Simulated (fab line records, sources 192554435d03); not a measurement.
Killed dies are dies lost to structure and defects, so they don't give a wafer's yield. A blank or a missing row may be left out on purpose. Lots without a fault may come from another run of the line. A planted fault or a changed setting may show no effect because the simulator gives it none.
fab line records | flow n5_finfet
record lots=7 wafers=21
route steps=1938 shown BEOL_M11@1565 BEOL_M13@1665 BEOL_M14@1751 BEOL_M15@1808 PASSIVATION@1929
start_h: hours from the record's first day to the start of the lot's first wafer shown | wait_h: hours since the lot's step before | " the same as in the row above | L1.1+2: a row that stands for several wafers | - no value, or no start given | * or withheld: withheld | < > ~ a bound
route shown NAME@n: a module of which the file shows steps, and the number in the route of the first | usual: mean/standard deviation of fault-free wafers | same: alike in all rows | chamber/n: place in a boat | sites: the reading at each site | _std_site: their standard deviation | _edge_site: outer sites' mean less inner sites' | radius_mm: how far each site lies from the wafer's centre | mask NAME#n: copy n | behind: the tool/chamber that last shaped the wafer | hold: why the lot was held/for how many hours/how that ended | device: the transistor (n, p or np) that didn't switch | end of line: the same wafers' tests at the end of the route | a step without rows: its recipe alone | killed: dies lost to structure and defects at the first sort, not the wafer's yield | map: a wafer's dies, x killed, . not, _ none there
set.NAME: the setting as run; set.NAME@STEP: as run at that earlier step | model.NAME: the simulator's own value behind a step, which no gauge read
lots whose settings were changed on purpose; a table a step, a row a wafer
## steps
# step N5_BEOL_M11_EXPOSE_25
# recipe mask_id=V10 na=1.35 source_shape=annular sigma_inner=0.5 sigma_outer=0.8 polarization=unpolarized dose_mj=85.5
# columns lot.wafer tool chamber start_h wait_h mask set.dose_mj
L077.1 arfi_scanner-03 0 243.28 - V10#0 90.86
L077.4+6 " 0 " " V10#0 85.5
L080.2+6 arfi_scanner-03 0 262.46 - V10#0 85.5
L080.5 " 0 " " V10#0 89.94
L082.4+5+6 arfi_scanner-01 0 279.97 - V10#0 85.5
L090.3+5+6 arfi_scanner-02 0 323.12 - V10#0 85.5
L092.1+5 arfi_scanner-01 0 331.11 - V10#0 90.39
L092.4 " 0 " " V10#0 85.5
L089.2+3+5 arfi_scanner-01 0 339.69 - V10#0 85.5
L096.3+5+6 arfi_scanner-02 0 370.64 - V10#0 85.5
# step N5_BEOL_M11_PEB_26
# recipe peb_temp_c=withheld peb_time_s=60 resist=CAR-ArF
# step N5_BEOL_M11_DEVELOP_27
# recipe develop_time_s=30 developer=TMAH resist=CAR-ArF rinse_liquid=diw dry=air_spin dev_temp_c=23
# step N5_BEOL_M11_CD_MEAS_28
# recipe target_cd_nm=70 landing_energy_ev=500 detector=se_inlens polarity=opening
# usual cd_nm=70.3/0.91
# columns lot.wafer tool chamber start_h wait_h set.dose_mj@BEOL_M11_EXPOSE_25 cd_nm
L077.1 cd_sem-01 0 243.41 - 90.86 76.8
L077.4 " 0 " " 85.5 72.6
L077.6 " 0 " " 85.5 69.5
L080.2 cd_sem-02 0 262.59 - 85.5 69.0
L080.5 " 0 " " 89.94 75.0
L080.6 " 0 " " 85.5 70.8
L082.4 cd_sem-01 0 280.09 - 85.5 70.1
L082.5 " 0 " " 85.5 70.9
L082.6 " 0 " " 85.5 70.0
L090.3 cd_sem-02 0 323.24 - 85.5 69.2
L090.5 " 0 " " 85.5 69.7
L090.6 " 0 " " 85.5 70.7
L092.1 cd_sem-01 0 331.24 - 90.39 74.5
L092.4 " 0 " " 85.5 68.6
L092.5 " 0 " " 90.39 74.8
L089.2 cd_sem-03 0 339.82 - 85.5 70.9
L089.3 " 0 " " 85.5 69.5
L089.5 " 0 " " 85.5 70.2
L096.3 cd_sem-02 0 370.76 - 85.5 69.9
L096.5 " 0 " " 85.5 69.2
L096.6 " 0 " " 85.5 69.2
# step N5_BEOL_M11_DESCUM_33
# recipe chemistry=O2 time_s=7.9 source_power_w=50 bias_power_w=20 pressure_mtorr=20 rf_frequency_hz=2.712e+07 temp_c=40 resist=CAR-ArF o2_flow_sccm=225
# step N5_BEOL_M11_ETCH_65
# recipe chemistry=CF4 target=SiARC target_depth_a=390 mask_material=CAR-ArF time_s=65 ion_energy_ev=80 pressure_mtorr=40 source_w=545 bias_w=36 Ar_flow_sccm=100 cf4_flow_sccm=100 ends=cleared
# step N5_BEOL_M11_ETCH_66
# recipe chemistry=N2/H2 target=SOC target_depth_a=1200 overetch_a=240 mask_material=SiARC temp_c=40 time_s=180 ion_energy_ev=200 pressure_mtorr=30 source_w=840 bias_w=150 n2_flow_sccm=200 h2_flow_sccm=200
# columns lot.wafer tool chamber start_h wait_h set.spin_rpm@BEOL_M11_COAT_63 model.etch.depth_nm
L077.1 rie_diel-06 0 243.77 0.0 1500 99.75
L077.4 " 1 " " 1500 99.88
L077.6 " 1 " " 1500 99.8
L080.2+5 rie_diel-01 0 262.76 0.0 1500 99.83
L080.6 " 3 " " 1434 102
L082.4 rie_diel-05 3 280.26 0.0 1500 100.2
L082.5 " 2 " " 1500 100.1
L082.6 " 1 " " 1357 105.3
L090.3 rie_diel-05 1 323.73 0.0 1415 102.9
L090.5 " 2 " " 1500 99.74
L090.6 " 3 " " 1500 100.1
L092.1 rie_diel-01 3 331.43 0.0 1500 99.76
L092.4 " 1 " " 1500 99.93
L092.5 " 3 " " 1351 105.1
L089.2 rie_diel-06 1 340.17 0.0 1587 97.62
L089.3 " 0 " " 1587 97.61
L089.5 " 3 " " 1500 100.6
L096.3 rie_diel-01 0 370.93 0.0 1500 99.74
L096.5 " 0 " " 1500 99.72
L096.6 " 1 " " 1500 99.93
# step N5_BEOL_M13_EXPOSE_07
# recipe mask_id=V12 na=0.93 source_shape=conventional sigma_outer=0.6 polarization=unpolarized attpsm_phase_deg=180 dose_mj=24.8
# columns lot.wafer tool chamber start_h wait_h mask set.dose_mj
L077.1+4 krf_scanner-02 0 258.22 - V12#0 24.8
L077.6 " 0 " " V12#0 26.46
L080.2+5+6 krf_scanner-01 0 271.62 - V12#0 24.8
L082.4+6 krf_scanner-02 0 288.06 - V12#0 24.8
L082.5 " 0 " " V12#0 26.53
L090.3 krf_scanner-02 0 335.86 - V12#0 24.8
L090.5+6 " 0 " " V12#0 23.31
L092.1+4+5 krf_scanner-02 0 339.63 - V12#0 24.8
L089.2+5 krf_scanner-01 0 348.48 - V12#0 24.8
L089.3 " 0 " " V12#0 26.26
L096.3+5+6 krf_scanner-01 0 380.55 - V12#0 24.8
# step N5_BEOL_M13_PEB_08
# recipe peb_temp_c=130 peb_time_s=90
# step N5_BEOL_M13_DEVELOP_09
# recipe develop_time_s=45 rinse_liquid=diw dry=air_spin dev_temp_c=21
# step N5_BEOL_M13_HARDBAKE_14
# recipe temp_c=130 time_s=120
# step N5_BEOL_M13_CD_MEAS_10
# recipe target_cd_nm=190 landing_energy_ev=500 detector=se_inlens polarity=opening
# usual cd_nm=189.5/1.5
# columns lot.wafer tool chamber start_h wait_h set.dose_mj@BEOL_M13_EXPOSE_07 cd_nm
L077.1 cd_sem-03 0 258.39 - 24.8 186.9
L077.4 " 0 " " 24.8 187.7
L077.6 " 0 " " 26.46 194.7
L080.2 cd_sem-03 0 271.79 - 24.8 193.8
L080.5 " 0 " " 24.8 192.1
L080.6 " 0 " " 24.8 191.5
L082.4 cd_sem-03 0 288.22 - 24.8 187.6
L082.5 " 0 " " 26.53 196.6
L082.6 " 0 " " 24.8 188.1
L090.3 cd_sem-01 0 336.03 - 24.8 189.3
L090.5 " 0 " " 23.31 183.5
L090.6 " 0 " " 23.31 183.4
L092.1 cd_sem-03 0 339.80 - 24.8 188.8
L092.4 " 0 " " 24.8 187.9
L092.5 " 0 " " 24.8 189.3
L089.2 cd_sem-01 0 348.65 - 24.8 191.1
L089.3 " 0 " " 26.26 198.0
L089.5 " 0 " " 24.8 189.4
L096.3 cd_sem-02 0 380.71 - 24.8 190.3
L096.5 " 0 " " 24.8 190.5
L096.6 " 0 " " 24.8 189.6
# step N5_BEOL_M13_STRIP_71
# recipe chemistry=post_etch_residue_remover time_s=60 temp_c=25 remover_ph=withheld remover_water_wt_pct=withheld remover_fluoride_wt_pct=withheld
# step N5_BEOL_M13_SRD_72
# recipe time_s=30 temp_c=23 rinse_liquid=diw dry=n2_spin spin_rpm=1500 dry_time_s=30
# step N5_BEOL_M13_CD_MEAS_17
# recipe target_cd_nm=190 polarity=opening
# usual cd_nm=190.2/1.8
# columns lot.wafer tool chamber start_h wait_h set.dose_mj@BEOL_M13_EXPOSE_07 cd_nm
L077.1 cd_sem-03 - 259.01 0.0 24.8 186.9
L077.4 " - " " 24.8 187.2
L077.6 " - " " 26.46 194.7
L080.2 cd_sem-01 - 272.59 0.0 24.8 192.7
L080.5 " - " " 24.8 191.8
L080.6 " - " " 24.8 191.9
L082.4 cd_sem-03 - 288.95 0.0 24.8 188.2
L082.5 " - " " 26.53 197.6
L082.6 " - " " 24.8 189.0
L090.3 cd_sem-01 - 336.86 0.0 24.8 190.0
L090.5 " - " " 23.31 186.2
L090.6 " - " " 23.31 184.7
L092.1 cd_sem-01 - 340.42 0.0 24.8 190.2
L092.4 " - " " 24.8 189.1
L092.5 " - " " 24.8 191.4
L089.2 cd_sem-03 - 349.65 0.0 24.8 193.1
L089.3 " - " " 26.26 200.1
L089.5 " - " " 24.8 190.6
L096.3 cd_sem-03 - 381.34 0.0 24.8 191.5
L096.5 " - " " 24.8 190.6
L096.6 " - " " 24.8 190.7
# step N5_BEOL_M13_ETCH_68
# recipe chemistry=N2/H2 target=SOC mask_material=SiARC source_w=3000 bias_w=350 temp_c=40 time_s=355 ion_energy_ev=200 pressure_mtorr=30 n2_flow_sccm=200 h2_flow_sccm=200
# columns lot.wafer tool chamber start_h wait_h set.time_s model.SiARC_of_BEOL_M13_COAT_66.thk_nm
L077.1 rie_diel-05 3 259.79 0.1 387.7 75.2
L077.4 " 0 " " 355 77.2
L077.6 " 1 " " 355 77.6
L080.2 rie_diel-06 3 273.18 0.1 321.8 79.6
L080.5 " 2 " " 355 76.4
L080.6 " 0 " " 355 76.8
L082.4 rie_diel-05 0 289.71 0.1 355 76.6
L082.5 " 1 " " 355 77
L082.6 " 2 " " 355 76.2
L090.3 rie_diel-06 3 337.58 0.1 413.6 72
L090.5 " 3 " " 413.6 72.4
L090.6 " 0 " " 355 77
L092.1+4 rie_diel-06 0,3 341.21 0.1 324.1 80
L092.5 " 2 " " 355 77
L089.2 rie_diel-01 2 350.96 0.1 277 84.4
L089.3 " 1 " " 277 83.4
L089.5 " 2 " " 355 77
L096.3+5 rie_diel-06 2 381.93 0.1 355 77.2
L096.6 " 1 " " 355 76.4
# step N5_BEOL_M13_SPUTTER_43
# recipe material=TaN target_thk_a=150 temp_c=50 bias_v=168.6 power_w=15000 chamber_pressure_pa=0.12 time_s=24.19
# columns lot.wafer tool chamber start_h wait_h set.power_w model.TaN_of_BEOL_M13_SPUTTER_43.thk_nm
L077.1 pvd_sputter-01 - 261.65 0.0 15000 14.8
L077.4 " - " " 16640 16.6
L077.6 " - " " 15000 15
L080.2+5 pvd_sputter-02 - 276.74 0.0 16730 16.8
L080.6 " - " " 15000 15
L082.4 pvd_sputter-02 - 292.36 0.0 16510 16.4
L082.5+6 " - " " 15000 15
L090.3 pvd_sputter-01 - 341.41 0.0 15000 14.8
L090.5 " - " " 15000 15
L090.6 " - " " 16960 16.4
L092.1 pvd_sputter-02 - 342.32 0.0 17650 18
L092.4 " - " " 15000 15.4
L092.5 " - " " 15000 15.2
L089.2 pvd_sputter-02 - 352.58 0.0 15000 15.2
L089.3+5 " - " " 15000 15.4
L096.3+5 pvd_sputter-03 - 385.16 0.0 15000 15
L096.6 " - " " 15000 15.4
# step N5_BEOL_M14_ETCH_68
# recipe chemistry=N2/H2 target=SOC mask_material=SiARC source_w=3000 bias_w=350 temp_c=40 time_s=450 ion_energy_ev=200 pressure_mtorr=30 n2_flow_sccm=200 h2_flow_sccm=200
# columns lot.wafer tool chamber start_h wait_h set.time_s model.SiARC_of_BEOL_M14_COAT_66.thk_nm
L077.1 rie_diel-04 1 264.66 0.1 485 61.6
L077.4 " 3 " " 450 64.8
L077.6 " 0 " " 450 64.4
L080.2+6 rie_diel-02 3,2 279.84 0.1 450 65.4
L080.5 " 3 " " 355 74.4
L082.4 rie_diel-04 2 295.54 0.1 450 63.8
L082.5 " 3 " " 366.2 74
L082.6 " 0 " " 366.2 73.2
L090.3 rie_diel-02 0 344.54 0.1 421.1 67.6
L090.5 " 0 " " 450 64.8
L090.6 " 1 " " 421.1 68.2
L092.1 rie_diel-04 0 345.69 0.1 450 64
L092.4 " 2 " " 363.7 72.8
L092.5 " 3 " " 450 65.2
L089.2 rie_diel-04 2 356.93 0.1 484.1 61.4
L089.3 " 1 " " 484.1 61.6
L089.5 " 0 " " 450 64.6
L096.3 rie_diel-03 2 388.12 0.1 450 64.8
L096.5 " 3 " " 450 65.4
L096.6 " 0 " " 450 65.2
# step N5_BEOL_M15_ETCH_61
# recipe chemistry=N2/H2 target=BARC target_depth_a=890 overetch_a=267 time_s=67.9 ion_energy_ev=200 pressure_mtorr=30 source_w=840 bias_w=150 n2_flow_sccm=200 h2_flow_sccm=200
# columns lot.wafer tool chamber start_h wait_h set.time_s model.coat_of_BEOL_M15_COAT_22.thk_nm
L077.1 rie_diel-06 2 270.58 0.0 78.09 708
L077.4 " 3 " " 78.09 711.6
L077.6 " 0 " " 67.9 722.6
L080.2 rie_diel-06 2 286.55 0.0 74.99 712
L080.5 " 0 " " 74.99 715.6
L080.6 " 1 " " 74.99 713.4
L082.4 rie_diel-01 0 303.24 0.0 55.34 730.8
L082.5 " 0 " " 67.9 721.2
L082.6 " 1 " " 55.34 735.6
L090.3 rie_diel-06 0 349.97 0.0 67.9 717.6
L090.5 " 1 " " 67.9 716
L090.6 " 2 " " 54.51 728.2
L092.1 rie_diel-06 3 351.08 0.0 59.74 728.6
L092.4 " 2 " " 67.9 717.8
L092.5 " 1 " " 59.74 724.8
L089.2 rie_diel-05 0 367.09 0.0 60.01 724
L089.3 " 2 " " 60.01 718.6
L089.5 " 0 " " 67.9 717.6
L096.3 rie_diel-01 1 397.90 0.0 67.9 717.8
L096.5 " 2 " " 67.9 716
L096.6 " 3 " " 67.9 713
# step N5_BEOL_M15_TRENCH_ETCH_34
# recipe chemistry=C4F8/O2/Ar target=SiO2 target_depth_a=8729.3 he_inner_torr=15 he_outer_torr=30 time_s=199 ion_energy_ev=800 pressure_mtorr=20 source_w=1905 bias_w=2040 Ar_flow_sccm=400 C4F8_flow_sccm=16 O2_flow_sccm=12
# columns lot.wafer tool chamber start_h wait_h set.time_s model.coat_of_BEOL_M15_COAT_22.thk_nm model.etch.depth_nm
L077.1 rie_diel-06 2 270.63 0.0 173.5 556.2 766.4
L077.4 " 3 " " 199 542.8 859.9
L077.6 " 0 " " 173.5 576.2 736.1
L080.2 rie_diel-06 2 286.60 0.0 217.4 520 968.8
L080.5 " 0 " " 199 545.4 856.3
L080.6 " 1 " " 217.4 521 973.8
L082.4 rie_diel-01 0 303.29 0.0 199 561.6 855.9
L082.5 " 0 " " 199 552.6 852.9
L082.6 " 1 " " 181.1 588.4 747.4
L090.3 rie_diel-06 0 350.03 0.0 178 565.4 764.6
L090.5 " 1 " " 199 540.8 886.7
L090.6 " 2 " " 178 571.4 791.1
L092.1 rie_diel-06 3 351.13 0.0 199 560.8 854.9
L092.4 " 2 " " 199 542.4 885.3
L092.5 " 1 " " 237.2 517 1052
L089.2 rie_diel-05 0 367.14 0.0 213.9 535.4 937.3
L089.3 " 2 " " 199 536.2 912.4
L089.5 " 0 " " 213.9 529.8 933.6
L096.3 rie_diel-01 1 397.95 0.0 199 546.8 868
L096.5 " 2 " " 199 538.6 874.3
L096.6 " 3 " " 199 531.8 900.7
# step N5_BEOL_M15_STRIP_36
# recipe chemistry=O2 power_w=600 temp_c=60 pressure_mtorr=30 rf_frequency_hz=6e+07 bias_power_w=0 overash_fraction=0.3 o2_flow_sccm=225
# step N5_BEOL_M15_ECD_47
# recipe material=Cu target_thk_a=18600
# step N5_BEOL_M15_ANNEAL_48
# recipe temp_c=225 time_s=90 ambient=N2
# step N5_BEOL_M15_CMP_49
# recipe stop_on=SiO2 t_overpolish_s=4.9 down_force_psi=2 platen_rpm=80 clearing_platen_down_force_psi=2 clearing_platen_rpm=80 post_cmp_clean=cu_alkaline target_thk_nm=850 clearing_platen_pad_velocity_m_s=1.5917 pad_velocity_m_s=1.5917
# columns lot.wafer tool chamber start_h wait_h set.time_s@BEOL_M15_TRENCH_ETCH_34 model.Cu_of_BEOL_M15_ECD_47.thk_nm
L077.4 cmp-04 2 272.36 0.2 199 836.8
L077.1 " 3 " " 173.5 745.2
L077.6 " 2 " " 173.5 712.2
L080.2 cmp-02 1 294.36 0.3 217.4 945.2
L080.6 " 2 " " 217.4 951.8
L080.5 " 3 " " 199 833.6
L082.4 cmp-04 1 308.08 0.1 199 833.2
L082.5 " 1 " " 199 829
L082.6 " 2 " " 181.1 723.2
L090.3 cmp-02 0 353.92 0.2 178 741.6
L090.6 " 3 " " 178 769
L090.5 " 0 " " 199 864.6
L092.1 cmp-02 1 355.23 0.3 199 834.2
L092.4 " 3 " " 199 863.4
L092.5 " 2 " " 237.2 1031
L089.3 cmp-03 0 371.68 0.2 199 891.8
L089.2 " 3 " " 213.9 914.2
L089.5 " 1 " " 213.9 912.8
L096.3 cmp-03 2 400.54 0.3 199 845.6
L096.5 " 3 " " 199 851.4
L096.6 " 0 " " 199 879.2
# step N5_BEOL_M15_THK_MEAS_50
# recipe thk_meas_gauge=xrf reads=Cu_of_BEOL_M15_ECD_47
# usual M15_THK=838/20
# columns lot.wafer tool chamber start_h wait_h set.time_s@BEOL_M15_TRENCH_ETCH_34 M15_THK[nm]
L077.1 film_metro-02 - 272.62 - 173.5 729
L077.4 " - " " 199 816
L077.6 " - " " 173.5 699
L080.2 film_metro-01 - 294.54 - 217.4 931
L080.5 " - " " 199 823
L080.6 " - " " 217.4 947
L082.4 film_metro-01 - 308.38 - 199 830
L082.5 " - " " 199 820
L082.6 " - " " 181.1 718
L090.3 film_metro-02 - 354.18 - 178 733
L090.5 " - " " 199 855
L090.6 " - " " 178 761
L092.1 film_metro-01 - 355.52 - 199 820
L092.4 " - " " 199 851
L092.5 " - " " 237.2 1007
L089.2 film_metro-02 - 371.98 - 213.9 889
L089.3 " - " " 199 868
L089.5 " - " " 213.9 891
L096.3 film_metro-02 - 400.72 - 199 829
L096.5 " - " " 199 835
L096.6 " - " " 199 862
# step N5_BEOL_M15_PRE_CLEAN_52
# recipe gas=NH3 time_s=15 temp_c=withheld rf_power_w=300
# step N5_BEOL_M15_DEP_53
# recipe material=SiCN target_thk_a=500 temp_c=withheld precursor=3MS/NH3 pressure_torr=3 rf_w=675 time_s=17.8
# step N5_BEOL_M15_RS_MEAS_54
# recipe thk_meas_gauge=four-point-probe reads=Cu_of_BEOL_M15_ECD_47+Ta_of_BEOL_M15_SPUTTER_44+TaN_of_BEOL_M15_SPUTTER_43
# usual M15_RS=0.0215/0.00052
# columns lot.wafer tool chamber start_h wait_h set.time_s@BEOL_M15_TRENCH_ETCH_34 M15_RS[ohm/sq]
L077.1 film_metro-01 - 272.75 0.0 173.5 0.0246
L077.4 " - " " 199 0.0219
L077.6 " - " " 173.5 0.0258
L080.2 film_metro-02 - 294.67 0.1 217.4 0.0194
L080.5 " - " " 199 0.0220
L080.6 " - " " 217.4 0.0192
L082.4 film_metro-01 - 308.50 0.0 199 0.0219
L082.5 " - " " 199 0.0221
L082.6 " - " " 181.1 0.0254
L090.3 film_metro-02 - 354.31 0.1 178 0.0247
L090.5 " - " " 199 0.0211
L090.6 " - " " 178 0.0239
L092.1 film_metro-01 - 355.65 0.0 199 0.0220
L092.4 " - " " 199 0.0212
L092.5 " - " " 237.2 0.0177
L089.2 film_metro-02 - 372.11 0.1 213.9 0.0201
L089.3 " - " " 199 0.0205
L089.5 " - " " 213.9 0.0201
L096.3 film_metro-02 - 400.85 0.1 199 0.0217
L096.5 " - " " 199 0.0215
L096.6 " - " " 199 0.0208
# step N5_PASSIVATION_PASS_ETCH_47
# recipe chemistry=CF4/O2 target=SiNx target_depth_a=7700 time_s=385 ion_energy_ev=100 pressure_mtorr=40 source_w=535 bias_w=49 Ar_flow_sccm=100 cf4_flow_sccm=100 O2_flow_sccm=10
# columns lot.wafer tool chamber start_h wait_h set.time_s model.etch.depth_nm
L077.1 rie_diel-02 1 286.37 0.0 385 799.7
L077.4 " 0 " " 430.7 866.5
L077.6 " 1 " " 385 788.7
L080.2 rie_diel-04 1 307.32 0.0 426.1 853.4
L080.5 " 3 " " 385 779.8
L080.6 " 0 " " 426.1 867.3
L082.4 rie_diel-04 3 319.23 0.0 385 779.6
L082.5 " 2 " " 445.4 889.5
L082.6 " 1 " " 385 774.5
L090.3 rie_diel-02 0 366.79 0.0 385 789.3
L090.5 " 1 " " 385 794.8
L090.6 " 2 " " 385 767.5
L092.1 rie_diel-04 3 367.24 0.0 385 779.6
L092.4 " 2 " " 423.2 850.9
L092.5 " 3 " " 423.2 852.3
L089.2 rie_diel-02 0 381.36 0.0 385 782
L089.3 " 2 " " 385 769.2
L089.5 " 2 " " 385 772.9
L096.3 rie_diel-04 0 410.56 0.0 385 764.7
L096.5 " 1 " " 385 771.3
L096.6 " 0 " " 385 763.1
## key
split step=N5_BEOL_M11_EXPOSE_25 setting=dose_mj stated=85.5 by=wafer
response step=N5_BEOL_M11_CD_MEAS_28 reading=cd_nm change=+0.983 per=1% r=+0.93
split step=N5_BEOL_M13_EXPOSE_07 setting=dose_mj stated=24.8 by=wafer
response step=N5_BEOL_M13_CD_MEAS_10 reading=cd_nm change=+1.16 per=1% r=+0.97
response step=N5_BEOL_M13_CD_MEAS_17 reading=cd_nm change=+1.15 per=1% r=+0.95
split step=N5_BEOL_M13_ETCH_68 setting=time_s stated=355 by=wafer
response step=N5_BEOL_M13_ETCH_68 reading=model.SiARC_of_BEOL_M13_COAT_66.thk_nm change=-0.304 per=1% r=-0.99
split step=N5_BEOL_M13_SPUTTER_43 setting=power_w stated=15000 by=wafer
response step=N5_BEOL_M13_SPUTTER_43 reading=model.TaN_of_BEOL_M13_SPUTTER_43.thk_nm change=+0.144 per=1% r=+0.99
split step=N5_BEOL_M14_ETCH_68 setting=time_s stated=450 by=wafer
response step=N5_BEOL_M14_ETCH_68 reading=model.SiARC_of_BEOL_M14_COAT_66.thk_nm change=-0.452 per=1% r=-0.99
split step=N5_BEOL_M15_ETCH_61 setting=time_s stated=67.9 by=wafer
response step=N5_BEOL_M15_ETCH_61 reading=model.coat_of_BEOL_M15_COAT_22.thk_nm change=-0.638 per=1% r=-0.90
split step=N5_BEOL_M15_TRENCH_ETCH_34 setting=time_s stated=199 by=wafer
response step=N5_BEOL_M15_TRENCH_ETCH_34 reading=model.coat_of_BEOL_M15_COAT_22.thk_nm change=-2.07 per=1% r=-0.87
response step=N5_BEOL_M15_TRENCH_ETCH_34 reading=model.etch.depth_nm change=+9.49 per=1% r=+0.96
response step=N5_BEOL_M15_CMP_49 reading=model.Cu_of_BEOL_M15_ECD_47.thk_nm change=+9.5 per=1% r=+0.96
response step=N5_BEOL_M15_THK_MEAS_50 reading=M15_THK change=+9.15 per=1% r=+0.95
response step=N5_BEOL_M15_RS_MEAS_54 reading=M15_RS change=-0.000241 per=1% r=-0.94
split step=N5_PASSIVATION_PASS_ETCH_47 setting=time_s stated=385 by=wafer
response step=N5_PASSIVATION_PASS_ETCH_47 reading=model.etch.depth_nm change=+7 per=1% r=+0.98
split outside_this_file step=N5_BEOL_M11_COAT_63 setting=spin_rpm
# split outside_this_file: this setting was split too, and the file shows its column; the key of that split is in another file
